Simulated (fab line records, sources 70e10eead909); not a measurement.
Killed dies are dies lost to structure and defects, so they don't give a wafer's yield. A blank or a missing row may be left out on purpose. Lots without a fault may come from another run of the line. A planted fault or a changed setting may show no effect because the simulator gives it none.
Which tool did it? | flow nand_harc | 6 lots, 18 wafers sampled, at 4 steps of a route of 1159

WHAT THE GAUGES READ, wafer by wafer
NHARC_END_WLT_00.
lot  | measured     | on        | VT_DECK1_BOTTOM
L598 | day 20 00:26 | prober-01 | 0.865 0.877 0.868
L610 | day 22 10:29 | prober-01 | 0.874 0.863 0.860
L615 | day 23 10:56 | prober-01 | 0.870 0.877 0.869
L616 | day 23 11:27 | prober-02 | 0.874 0.880 0.873
L620 | day 24 04:03 | prober-02 | 0.870 0.873 0.891

WHICH TOOL RAN EACH LOT (tool, then ch and the chambers of the sampled wafers, then the start)
lot  | NHARC_A_CONTACT_DEP_57        | NHARC_THIN_TSV_PRE_CLEAN_54  | NHARC_THIN_TSV_STRIP_56
L598 | acl_dep-01 ch 0, day 16 15:46 | pvd_sputter-01, day 19 07:46 | plasma_asher-01 ch 0,1, day 19 09:29
L609 | acl_dep-02 ch 0, day 19 11:05 | -                            | -
L610 | acl_dep-03 ch 0, day 19 16:29 | pvd_sputter-03, day 21 20:13 | plasma_asher-01 ch 0,1, day 21 22:16
L615 | acl_dep-01 ch 0, day 20 07:51 | pvd_sputter-01, day 23 04:25 | plasma_asher-02 ch 0,1, day 23 06:07
L616 | acl_dep-03 ch 0, day 20 17:32 | pvd_sputter-03, day 23 03:37 | plasma_asher-01 ch 0,1, day 23 05:32
L620 | acl_dep-03 ch 0, day 21 17:47 | pvd_sputter-01, day 23 18:19 | plasma_asher-02 ch 0,1, day 23 20:09
- NHARC_A_CONTACT_DEP_57: deposits aC, target thk 2800 nm.
- NHARC_THIN_TSV_PRE_CLEAN_54: time 30 s.
- NHARC_THIN_TSV_STRIP_56: strips in O2.

THE ANSWER, worked out from the rows above alone
Rule: what is usual is taken from the lots themselves. Put in order of their means at a reading, lots are off if they are a third of the lots or fewer, leave a main group of 4 or more, and stand apart from it by a gap of 3 or more times the standard deviation of the main group's means; of several such gaps the widest counts. A main group whose means are all the same, to the digits that the tables above print for the reading, isn't used. A lot without any number at a reading at which 4 lots or more have one is off too. The other lots that the step has rows for count as sound.
No lot is off at any reading shown: from this, nothing can be told.

WHAT THE SIMULATOR HAD PUT IN
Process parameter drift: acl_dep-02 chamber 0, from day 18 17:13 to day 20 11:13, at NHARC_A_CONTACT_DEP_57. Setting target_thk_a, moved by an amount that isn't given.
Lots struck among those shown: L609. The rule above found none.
